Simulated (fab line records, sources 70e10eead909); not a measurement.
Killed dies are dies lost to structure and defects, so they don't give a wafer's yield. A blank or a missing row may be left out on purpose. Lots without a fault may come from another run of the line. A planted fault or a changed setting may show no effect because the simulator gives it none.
Which tool did it? | flow nand_harc | 24 lots, 72 wafers sampled, at 6 steps of a route of 1159

WHAT THE GAUGES READ, wafer by wafer
NHARC_A_M1_INSPECT_27. Usual: raw_defect_count 419, standard deviation 91.
lot  | measured     | on                | raw_defect_count | flag
L074 | day 18 09:48 | defect_inspect-01 | 404 346 391      |
L076 | day 18 10:42 | defect_inspect-02 | 393 413 366      |
L075 | day 18 11:01 | defect_inspect-02 | 331 460 529      |
L077 | day 18 22:41 | defect_inspect-01 | 534 326 382      |
L079 | day 18 23:31 | defect_inspect-02 | 292 327 230      |
L078 | day 19 09:47 | defect_inspect-02 | 279 318 380      |
L082 | day 19 17:17 | defect_inspect-02 | 436 328 333      |
L081 | day 19 19:21 | defect_inspect-02 | 537 572 575      |
L080 | day 19 22:44 | defect_inspect-02 | 475 528 384      |
L083 | day 20 07:51 | defect_inspect-02 | 365 362 351      |
L084 | day 20 13:03 | defect_inspect-01 | 438 407 407      |
L088 | day 20 15:26 | defect_inspect-02 | 548 350 408      |
L087 | day 20 16:15 | defect_inspect-02 | 440 434 315      |
L086 | day 20 19:59 | defect_inspect-02 | 393 372 341      |
L085 | day 21 05:19 | defect_inspect-02 | 545 498 362      |
L089 | day 21 19:55 | defect_inspect-02 | 363 424 329      |
L091 | day 22 00:53 | defect_inspect-02 | 387 599 549      |
L090 | day 22 02:01 | defect_inspect-02 | 469 545 467      |
L092 | day 22 02:46 | defect_inspect-02 | 330 515 248      |
L093 | day 22 10:24 | defect_inspect-02 | 417 341 451      |
L094 | day 22 11:20 | defect_inspect-01 | 453 400 391      |
L095 | day 22 19:35 | defect_inspect-01 | 457 417 516      |
L096 | day 22 19:49 | defect_inspect-02 | 497 354 568      |
L097 | day 24 06:27 | defect_inspect-02 | 387 360 326      |

WHICH TOOL RAN EACH LOT (tool, then ch and the chambers of the sampled wafers, then the start)
lot  | NHARC_A_BLC_PVD_32                      | NHARC_A_M0_PRE_CLEAN_29                 | NHARC_A_M0_PVD_21                       | NHARC_A_M0_DEP_32               | NHARC_A_M1_STRIP_18
L074 | pvd_sputter-02, day 18 05:54 or earlier | pvd_sputter-03, day 18 05:54 or earlier | pvd_sputter-03, day 18 05:54 or earlier | pecvd-04 ch 0,2, day 18 05:54   | rie_diel-12 ch 0,1,2, day 18 07:37
L076 | pvd_sputter-03, day 18 06:44 or earlier | pvd_sputter-03, day 18 06:44 or earlier | pvd_sputter-03, day 18 06:44 or earlier | pecvd-03 ch 0,1,2, day 18 06:44 | rie_diel-09 ch 1,2, day 18 08:29
L075 | pvd_sputter-01, day 18 06:58 or earlier | pvd_sputter-01, day 18 06:58 or earlier | pvd_sputter-01, day 18 06:58 or earlier | pecvd-04 ch 1,2, day 18 06:58   | rie_diel-06 ch 0,2,3, day 18 08:47
L077 | pvd_sputter-02, day 18 18:29 or earlier | pvd_sputter-01, day 18 18:29 or earlier | pvd_sputter-01, day 18 18:29 or earlier | pecvd-04 ch 0,1,2, day 18 18:29 | rie_diel-06 ch 0,1,2, day 18 20:12
L079 | pvd_sputter-03, day 18 19:17 or earlier | pvd_sputter-03, day 18 19:17 or earlier | pvd_sputter-03, day 18 19:17 or earlier | pecvd-04 ch 0,1,2, day 18 19:17 | rie_diel-06 ch 0,1,2, day 18 20:59
L078 | pvd_sputter-01, day 19 05:37 or earlier | pvd_sputter-03, day 19 05:37 or earlier | pvd_sputter-03, day 19 05:37 or earlier | pecvd-03 ch 0,2, day 19 05:37   | rie_diel-06 ch 0,1,3, day 19 07:38
L082 | pvd_sputter-03, day 19 12:53 or earlier | pvd_sputter-02, day 19 12:53 or earlier | pvd_sputter-02, day 19 12:53 or earlier | pecvd-04 ch 0,1, day 19 12:53   | rie_diel-12 ch 0,2,3, day 19 14:50
L081 | pvd_sputter-02, day 19 14:52 or earlier | pvd_sputter-01, day 19 14:52 or earlier | pvd_sputter-01, day 19 14:52 or earlier | pecvd-01 ch 0,1, day 19 14:52   | rie_diel-12 ch 0,1,3, day 19 16:44
L080 | pvd_sputter-03, day 19 18:05 or earlier | pvd_sputter-03, day 19 18:05 or earlier | pvd_sputter-03, day 19 18:05 or earlier | pecvd-04 ch 1,2, day 19 18:05   | rie_diel-09 ch 0,2,3, day 19 19:53
L083 | pvd_sputter-02, day 20 03:46 or earlier | pvd_sputter-03, day 20 03:46 or earlier | pvd_sputter-02, day 20 03:46 or earlier | pecvd-01 ch 0,2, day 20 03:46   | rie_diel-09 ch 0,1, day 20 05:35
L084 | pvd_sputter-03, day 20 08:37 or earlier | pvd_sputter-02, day 20 08:37 or earlier | pvd_sputter-02, day 20 08:37 or earlier | pecvd-04 ch 1,2, day 20 08:37   | rie_diel-12 ch 0,1,3, day 20 10:19
L088 | pvd_sputter-02, day 20 11:23 or earlier | pvd_sputter-02, day 20 11:23 or earlier | pvd_sputter-02, day 20 11:23 or earlier | pecvd-01 ch 0,2, day 20 11:23   | rie_diel-09 ch 0,2, day 20 13:10
L087 | pvd_sputter-01, day 20 12:12 or earlier | pvd_sputter-01, day 20 12:12 or earlier | pvd_sputter-01, day 20 12:12 or earlier | pecvd-04 ch 0,1,2, day 20 12:12 | rie_diel-06 ch 0,3, day 20 13:59
L086 | pvd_sputter-01, day 20 15:59 or earlier | pvd_sputter-01, day 20 15:59 or earlier | pvd_sputter-01, day 20 15:59 or earlier | pecvd-03 ch 0,1,2, day 20 15:59 | rie_diel-06 ch 0,1,2, day 20 17:50
L085 | pvd_sputter-02, day 21 01:13 or earlier | pvd_sputter-02, day 21 01:13 or earlier | pvd_sputter-02, day 21 01:13 or earlier | pecvd-01 ch 0,2, day 21 01:13   | rie_diel-09 ch 0,1,2, day 21 03:10
L089 | pvd_sputter-03, day 21 15:43 or earlier | pvd_sputter-01, day 21 15:43 or earlier | pvd_sputter-01, day 21 15:43 or earlier | pecvd-03 ch 0,1,2, day 21 15:43 | rie_diel-06 ch 0,3, day 21 17:41
L091 | pvd_sputter-03, day 21 20:51 or earlier | pvd_sputter-01, day 21 20:51 or earlier | pvd_sputter-01, day 21 20:51 or earlier | pecvd-03 ch 0,1,2, day 21 20:51 | rie_diel-09 ch 2,3, day 21 22:40
L090 | pvd_sputter-03, day 21 21:58 or earlier | pvd_sputter-02, day 21 21:58 or earlier | pvd_sputter-02, day 21 21:58 or earlier | pecvd-01 ch 1,2, day 21 21:58   | rie_diel-06 ch 1,3, day 21 23:44
L092 | pvd_sputter-02, day 21 22:20 or earlier | pvd_sputter-01, day 21 22:20 or earlier | pvd_sputter-01, day 21 22:20 or earlier | pecvd-04 ch 1,2, day 21 22:20   | rie_diel-06 ch 1,3, day 22 00:23
L093 | pvd_sputter-03, day 22 06:24 or earlier | pvd_sputter-01, day 22 06:24 or earlier | pvd_sputter-01, day 22 06:24 or earlier | pecvd-01 ch 0,1, day 22 06:24   | rie_diel-09 ch 2,3, day 22 08:10
L094 | pvd_sputter-03, day 22 07:26 or earlier | pvd_sputter-03, day 22 07:26 or earlier | pvd_sputter-03, day 22 07:26 or earlier | pecvd-01 ch 0,1,2, day 22 07:26 | rie_diel-09 ch 2,3, day 22 09:08
L095 | pvd_sputter-02, day 22 15:32 or earlier | pvd_sputter-02, day 22 15:32 or earlier | pvd_sputter-02, day 22 15:32 or earlier | pecvd-04 ch 0,2, day 22 15:32   | rie_diel-06 ch 0,1,3, day 22 17:19
L096 | pvd_sputter-02, day 22 15:48 or earlier | pvd_sputter-03, day 22 15:48 or earlier | pvd_sputter-03, day 22 15:48 or earlier | pecvd-01 ch 0,2, day 22 15:48   | rie_diel-12 ch 0,1,3, day 22 17:33
L097 | pvd_sputter-01, day 24 02:07 or earlier | pvd_sputter-03, day 24 02:07 or earlier | pvd_sputter-03, day 24 02:07 or earlier | pecvd-04 ch 1,2, day 24 02:07   | rie_diel-09 ch 1,2,3, day 24 03:53
- NHARC_A_BLC_PVD_32: deposits Ti, target thk 5 nm, time 17.7 s.
- NHARC_A_M0_PRE_CLEAN_29: time 30 s.
- NHARC_A_M0_PVD_21: deposits Cu, target thk 30 nm, time 20.49 s.
- NHARC_A_M0_DEP_32: deposits SiCN, target thk 30 nm.
- NHARC_A_M1_STRIP_18: strips in N2/H2.

WHAT THE TOOLS THEMSELVES READ (means of the sampled wafers that have a number; where no wafer has one, the mark that the record gives instead)
NHARC_A_BLC_PVD_32. Usual: throttle_valve_pct 30.2 %, standard deviation 0.59.
lot  | tool           | throttle_valve_pct (%) | flag
L074 | pvd_sputter-02 | 29.9                   |
L076 | pvd_sputter-03 | 30.0                   |
L075 | pvd_sputter-01 | 30.3                   |
L077 | pvd_sputter-02 | 30.5                   |
L079 | pvd_sputter-03 | 30.0                   |
L078 | pvd_sputter-01 | 30.6                   |
L082 | pvd_sputter-03 | 29.9                   |
L081 | pvd_sputter-02 | 29.3                   |
L080 | pvd_sputter-03 | 29.9                   |
L083 | pvd_sputter-02 | 30.4                   |
L084 | pvd_sputter-03 | 30.2                   |
L088 | pvd_sputter-02 | 29.2                   |
L087 | pvd_sputter-01 | 30.6                   |
L086 | pvd_sputter-01 | 30.6                   |
L085 | pvd_sputter-02 | 30.5                   |
L089 | pvd_sputter-03 | 30.3                   |
L091 | pvd_sputter-03 | 29.9                   |
L090 | pvd_sputter-03 | 29.9                   |
L092 | pvd_sputter-02 | 30.9                   |
L093 | pvd_sputter-03 | 29.6                   |
L094 | pvd_sputter-03 | 29.6                   |
L095 | pvd_sputter-02 | 30.5                   |
L096 | pvd_sputter-02 | 30.1                   |
L097 | pvd_sputter-01 | 30.1                   |

NHARC_A_M0_PRE_CLEAN_29. Usual: heater_power_w 419 W, standard deviation 30.
lot  | tool           | heater_power_w (W) | flag
L074 | pvd_sputter-03 | 422                |
L076 | pvd_sputter-03 | 419                |
L075 | pvd_sputter-01 | 440                |
L077 | pvd_sputter-01 | 443                |
L079 | pvd_sputter-03 | 415                |
L078 | pvd_sputter-03 | 409                |
L082 | pvd_sputter-02 | 426                |
L081 | pvd_sputter-01 | 407                |
L080 | pvd_sputter-03 | 412                |
L083 | pvd_sputter-03 | 418                |
L084 | pvd_sputter-02 | 406                |
L088 | pvd_sputter-02 | 395                |
L087 | pvd_sputter-01 | 462                |
L086 | pvd_sputter-01 | 409                |
L085 | pvd_sputter-02 | 415                |
L089 | pvd_sputter-01 | 428                |
L091 | pvd_sputter-01 | 429                |
L090 | pvd_sputter-02 | 423                |
L092 | pvd_sputter-01 | 442                |
L093 | pvd_sputter-01 | 443                |
L094 | pvd_sputter-03 | 417                |
L095 | pvd_sputter-02 | 438                |
L096 | pvd_sputter-03 | 417                |
L097 | pvd_sputter-03 | 415                |

NHARC_A_M0_PVD_21. Usual: throttle_valve_pct 30.2 %, standard deviation 0.58.
lot  | tool           | throttle_valve_pct (%) | flag
L074 | pvd_sputter-03 | 30.1                   |
L076 | pvd_sputter-03 | 30.1                   |
L075 | pvd_sputter-01 | 30.4                   |
L077 | pvd_sputter-01 | 30.7                   |
L079 | pvd_sputter-03 | 30.0                   |
L078 | pvd_sputter-03 | 30.0                   |
L082 | pvd_sputter-02 | 29.9                   |
L081 | pvd_sputter-01 | 30.7                   |
L080 | pvd_sputter-03 | 30.0                   |
L083 | pvd_sputter-02 | 30.4                   |
L084 | pvd_sputter-02 | 29.9                   |
L088 | pvd_sputter-02 | 30.4                   |
L087 | pvd_sputter-01 | 30.2                   |
L086 | pvd_sputter-01 | 30.8                   |
L085 | pvd_sputter-02 | 30.5                   |
L089 | pvd_sputter-01 | 30.6                   |
L091 | pvd_sputter-01 | 30.8                   |
L090 | pvd_sputter-02 | 30.3                   |
L092 | pvd_sputter-01 | 30.6                   |
L093 | pvd_sputter-01 | 30.7                   |
L094 | pvd_sputter-03 | 29.6                   |
L095 | pvd_sputter-02 | 29.8                   |
L096 | pvd_sputter-03 | 30.0                   |
L097 | pvd_sputter-03 | 30.1                   |

NHARC_A_M0_DEP_32. Usual: heater_power_w 593 W, standard deviation 90; showerhead_vpp_V 1336 V, standard deviation 64.
lot  | tool     | heater_power_w (W) | showerhead_vpp_V (V) | flag
L074 | pecvd-04 | 576                | 1322                 |
L076 | pecvd-03 | 669                | 1291                 |
L075 | pecvd-04 | 598                | 1306                 |
L077 | pecvd-04 | 599                | 1347                 |
L079 | pecvd-04 | 619                | 1352                 |
L078 | pecvd-03 | 703                | 1295                 |
L082 | pecvd-04 | 610                | 1382                 |
L081 | pecvd-01 | 575                | 1348                 |
L080 | pecvd-04 | 631                | 1305                 |
L083 | pecvd-01 | 449                | 1357                 |
L084 | pecvd-04 | 622                | 1303                 |
L088 | pecvd-01 | 467                | 1370                 |
L087 | pecvd-04 | 588                | 1335                 |
L086 | pecvd-03 | 654                | 1295                 |
L085 | pecvd-01 | 460                | 1369                 |
L089 | pecvd-03 | 667                | 1298                 |
L091 | pecvd-03 | 662                | 1299                 |
L090 | pecvd-01 | 506                | 1344                 |
L092 | pecvd-04 | 621                | 1311                 |
L093 | pecvd-01 | 608                | 1346                 |
L094 | pecvd-01 | 544                | 1353                 |
L095 | pecvd-04 | 557                | 1342                 |
L096 | pecvd-01 | 565                | 1377                 |
L097 | pecvd-04 | 652                | 1315                 |

NHARC_A_M1_STRIP_18. Usual: drypump_motor_current_A 5.7 A, standard deviation 0.49; oes_product_au 0.997 a.u., standard deviation 0.013; rf_vpp_V 91.0 V, standard deviation 0.94; showerhead_plenum_p_Torr 2.11 Torr, standard deviation 0.095; throttle_valve_pct 14.171 %, standard deviation 0.0091.
lot  | tool        | drypump_motor_current_A (A) | oes_product_au (a.u.) | rf_vpp_V (V) | showerhead_plenum_p_Torr (Torr) | throttle_valve_pct (%) | flag
L074 | rie_diel-12 | 5.5                         | 1.000                 | 90.9         | 2.07                            | 14.171                 |
L076 | rie_diel-09 | 5.3                         | 0.987                 | 90.9         | 2.08                            | 14.170                 |
L075 | rie_diel-06 | 6.3                         | 0.988                 | 91.2         | 2.09                            | 14.163                 |
L077 | rie_diel-06 | 6.1                         | 0.992                 | 90.4         | 2.09                            | 14.165                 |
L079 | rie_diel-06 | 6.1                         | 0.995                 | 91.5         | 2.09                            | 14.170                 |
L078 | rie_diel-06 | 6.1                         | 0.994                 | 91.4         | 2.10                            | 14.174                 |
L082 | rie_diel-12 | 5.8                         | 0.990                 | 91.6         | 2.16                            | 14.173                 |
L081 | rie_diel-12 | 5.6                         | 1.000                 | 90.2         | 2.07                            | 14.173                 |
L080 | rie_diel-09 | 5.3                         | 1.003                 | 90.4         | 2.13                            | 14.166                 |
L083 | rie_diel-09 | 5.5                         | 0.997                 | 91.7         | 2.11                            | 14.159                 |
L084 | rie_diel-12 | 5.7                         | 1.002                 | 91.0         | 2.07                            | 14.170                 |
L088 | rie_diel-09 | 5.1                         | 1.009                 | 91.1         | 2.10                            | 14.170                 |
L087 | rie_diel-06 | 6.5                         | 1.000                 | 90.9         | 2.01                            | 14.172                 |
L086 | rie_diel-06 | 6.1                         | 1.005                 | 91.5         | 2.09                            | 14.173                 |
L085 | rie_diel-09 | 5.4                         | 0.994                 | 90.6         | 2.09                            | 14.178                 |
L089 | rie_diel-06 | 6.5                         | 0.997                 | 91.0         | 2.01                            | 14.176                 |
L091 | rie_diel-09 | 5.2                         | 0.994                 | 91.5         | 2.12                            | 14.165                 |
L090 | rie_diel-06 | 5.6                         | 1.001                 | 91.5         | 2.18                            | 14.176                 |
L092 | rie_diel-06 | 5.7                         | 0.999                 | 90.8         | 2.18                            | 14.181                 |
L093 | rie_diel-09 | 5.2                         | 0.998                 | 91.9         | 2.12                            | 14.168                 |
L094 | rie_diel-09 | 5.4                         | 1.001                 | 91.2         | 2.15                            | 14.168                 |
L095 | rie_diel-06 | 6.0                         | 0.993                 | 91.5         | 2.10                            | 14.176                 |
L096 | rie_diel-12 | 5.6                         | 0.997                 | 89.6         | 2.07                            | 14.169                 |
L097 | rie_diel-09 | 5.5                         | 1.004                 | 90.3         | 2.11                            | 14.176                 |

THE ANSWER, worked out from the rows above alone
Rule: a lot is off if the mean of its wafers that have a number lies more than 3 standard deviations from the usual mean. A lot without any number at a reading at which 4 lots or more have one is off too. The other lots that the step has rows for count as sound. The gauges are gone through in route order, then the tools' own readings, and for those a lot's mean is taken as printed above. The first step at which some lot is off is used, and at that step the reading that is off furthest; a lot without a number counts as furthest.
No lot is off at any reading shown: from this, nothing can be told.

WHAT THE SIMULATOR HAD PUT IN
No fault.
